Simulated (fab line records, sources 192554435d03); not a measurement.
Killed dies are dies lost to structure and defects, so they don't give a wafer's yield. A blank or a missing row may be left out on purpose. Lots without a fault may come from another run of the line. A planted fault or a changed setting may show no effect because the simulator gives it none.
Chamber matching | flow n5_finfet | N5_BEOL_M4_CO_CAP_55 on cvd_co-01: 3 sister chambers
The step material Co, precursor CCTBA/H2, target thk 2 nm, time 102.1 s. 14 wafers are shown with their chamber, then 7 later ones without.

WAFERS WITH THEIR CHAMBER
wafer  | chamber | heater_power_w (W) | run_length_s (s)
L675.2 | 1       | 231                | 125.2
L675.5 | 2       | 287                | 124.3
L675.6 | 1       | 224                | 125.4
L676.2 | 0       | 228                | 125.0
L676.4 | 0       | 232                | 125.1
L676.6 | 1       | 234                | 125.3
L678.2 | 2       | 278                | 123.9
L678.3 | 1       | 235                | 125.2
L678.4 | 1       | 229                | 125.5
L679.2 | 2       | 287                | 124.4
L679.4 | 0       | 230                | 124.7
L679.6 | 2       | 289                | 124.9
L681.2 | 0       | 228                | 124.9
L681.5 | 0       | 230                | 125.1

SIGNATURES (means of the wafers above)
reading        | chamber 0 | chamber 1 | chamber 2 | scatter within a chamber
heater_power_w | 229.60    | 230.60    | 285.25    | 3.83
run_length_s   | 124.960   | 125.320   | 124.375   | 0.25
Rule: a wafer's distance from a chamber is the root of the sum, over the readings, of the square of ((its reading less the chamber's mean) divided by the reading's scatter). The wafer belongs to the nearest chamber; if the next one is less than 2 further off, it can't be placed. The scatter: the root of (the sum of the squares of (reading less its chamber's mean) over the shown wafers, divided by (wafers less chambers)).

WAFERS WITHOUT THEIR CHAMBER
wafer  | heater_power_w (W) | run_length_s (s)
L681.6 | 230                | 125.4
L684.1 | 230                | 124.9
L684.2 | 295                | 123.8
L684.6 | 230                | 125.1
L685.2 | 228                | 125.5
L685.3 | 232                | 125.9
L685.6 | 226                | 126.0

WHICH CHAMBER EACH WENT THROUGH
wafer  | from the rows above     | in truth
L681.6 | can't be placed: 1 or 0 | 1
L684.1 | can't be placed: 0 or 1 | 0
L684.2 | 2                       | 2
L684.6 | can't be placed: 0 or 1 | 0
L685.2 | can't be placed: 1 or 0 | 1
L685.3 | can't be placed: 1 or 0 | 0
L685.6 | can't be placed: 1 or 0 | 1
Placed correctly: 1 of 7. Can't be placed from these rows: 6 (the true chamber is among the candidates in 6). Placed wrongly: 0.
